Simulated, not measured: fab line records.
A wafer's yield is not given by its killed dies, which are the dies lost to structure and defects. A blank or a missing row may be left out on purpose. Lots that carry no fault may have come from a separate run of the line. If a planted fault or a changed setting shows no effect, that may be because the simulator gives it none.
Matching of chambers || flow n5Finfet || 4 sister chambers for N5_HKMG_FIN_ALD_36 on aldMetal-02
The step deposits TiN, target thk 1 nm, pulse time 1 s, purge time 3 s. 16 wafers are shown with their chamber, then 8 later ones without.

## WAFERS PAIRED WITH THEIR CHAMBERS
{"wafer": "L078.3", "chamber": 0, "heaterPowerW (W)": 987, "susceptorTempC (C)": 399.66, "precursorPulseHeightRel": 1.003}
{"wafer": "L078.4", "chamber": 2, "heaterPowerW (W)": 954, "susceptorTempC (C)": 399.99, "precursorPulseHeightRel": 1.019}
{"wafer": "L078.6", "chamber": 0, "heaterPowerW (W)": 1005, "susceptorTempC (C)": 399.78, "precursorPulseHeightRel": 0.992}
{"wafer": "L088.1", "chamber": 0, "heaterPowerW (W)": 964, "susceptorTempC (C)": 399.83, "precursorPulseHeightRel": 1.011}
{"wafer": "L088.3", "chamber": 3, "heaterPowerW (W)": 879, "susceptorTempC (C)": 399.95, "precursorPulseHeightRel": 0.972}
{"wafer": "L088.5", "chamber": 0, "heaterPowerW (W)": 1029, "susceptorTempC (C)": 400.17, "precursorPulseHeightRel": 0.955}
{"wafer": "L089.2", "chamber": 2, "heaterPowerW (W)": 957, "susceptorTempC (C)": 399.92, "precursorPulseHeightRel": 0.986}
{"wafer": "L089.4", "chamber": 3, "heaterPowerW (W)": 914, "susceptorTempC (C)": 400.22, "precursorPulseHeightRel": 1.002}
{"wafer": "L089.5", "chamber": 1, "heaterPowerW (W)": 894, "susceptorTempC (C)": 399.81, "precursorPulseHeightRel": 1.036}
{"wafer": "L090.1", "chamber": 0, "heaterPowerW (W)": 970, "susceptorTempC (C)": 400.00, "precursorPulseHeightRel": 1.054}
{"wafer": "L090.2", "chamber": 3, "heaterPowerW (W)": 897, "susceptorTempC (C)": 399.53, "precursorPulseHeightRel": 1.011}
{"wafer": "L090.4", "chamber": 1, "heaterPowerW (W)": 885, "susceptorTempC (C)": 400.14, "precursorPulseHeightRel": 1.014}
{"wafer": "L091.2", "chamber": 1, "heaterPowerW (W)": 904, "susceptorTempC (C)": 399.90, "precursorPulseHeightRel": 0.988}
{"wafer": "L091.4", "chamber": 2, "heaterPowerW (W)": 953, "susceptorTempC (C)": 400.11, "precursorPulseHeightRel": 0.988}
{"wafer": "L091.5", "chamber": 1, "heaterPowerW (W)": 912, "susceptorTempC (C)": 400.00, "precursorPulseHeightRel": 0.988}
{"wafer": "L092.1", "chamber": 1, "heaterPowerW (W)": 898, "susceptorTempC (C)": 400.23, "precursorPulseHeightRel": 0.997}

SIGNATURES (averages over the wafers above)
{"reading": "heaterPowerW", "chamber 0": 991.00, "chamber 1": 898.60, "chamber 2": 954.67, "chamber 3": 896.67, "scatter within a chamber": 17.9}
{"reading": "susceptorTempC", "chamber 0": 399.8880, "chamber 1": 400.0160, "chamber 2": 400.0067, "chamber 3": 399.9000, "scatter within a chamber": 0.211}
{"reading": "precursorPulseHeightRel", "chamber 0": 1.00300, "chamber 1": 1.00460, "chamber 2": 0.99767, "chamber 3": 0.99500, "scatter within a chamber": 0.0263}
Rule: distance of a wafer from a chamber = root of the sum over the readings of ((wafer's reading minus chamber's mean) / reading's scatter) squared. The wafer belongs to the nearest chamber; if the next one is less than 2 further off, it can't be placed. The scatter: the root of (the sum of the squares of (reading less its chamber's mean) over the shown wafers, divided by (wafers less chambers)).

## WAFERS WHOSE CHAMBER IS MISSING
{"wafer": "L092.2", "heaterPowerW (W)": 960, "susceptorTempC (C)": 400.05, "precursorPulseHeightRel": 0.985}
{"wafer": "L092.3", "heaterPowerW (W)": 972, "susceptorTempC (C)": 400.03, "precursorPulseHeightRel": 1.005}
{"wafer": "L096.2", "heaterPowerW (W)": 909, "susceptorTempC (C)": 399.92, "precursorPulseHeightRel": 0.977}
{"wafer": "L096.3", "heaterPowerW (W)": 902, "susceptorTempC (C)": 400.15, "precursorPulseHeightRel": 1.010}
{"wafer": "L096.5", "heaterPowerW (W)": 874, "susceptorTempC (C)": 399.76, "precursorPulseHeightRel": 0.977}
{"wafer": "L097.2", "heaterPowerW (W)": 880, "susceptorTempC (C)": 399.76, "precursorPulseHeightRel": 1.038}
{"wafer": "L097.4", "heaterPowerW (W)": 990, "susceptorTempC (C)": 399.82, "precursorPulseHeightRel": 0.988}
{"wafer": "L097.6", "heaterPowerW (W)": 904, "susceptorTempC (C)": 399.79, "precursorPulseHeightRel": 0.991}

## THE CHAMBER EACH PASSED THROUGH
{"wafer": "L092.2", "from the rows above": "can't be placed: 2 or 0", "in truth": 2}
{"wafer": "L092.3", "from the rows above": "can't be placed: 2 or 0", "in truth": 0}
{"wafer": "L096.2", "from the rows above": "can't be placed: 3 or 1 or 2", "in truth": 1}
{"wafer": "L096.3", "from the rows above": "can't be placed: 1 or 3", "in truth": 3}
{"wafer": "L096.5", "from the rows above": "can't be placed: 3 or 1", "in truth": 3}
{"wafer": "L097.2", "from the rows above": "can't be placed: 3 or 1", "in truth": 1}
{"wafer": "L097.4", "from the rows above": "can't be placed: 0 or 2", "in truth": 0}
{"wafer": "L097.6", "from the rows above": "can't be placed: 3 or 1", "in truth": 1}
Placed correctly: 0 of 8. Can't be placed from these rows: 8 (the true chamber is among the candidates in 8). Wrongly placed: 0.
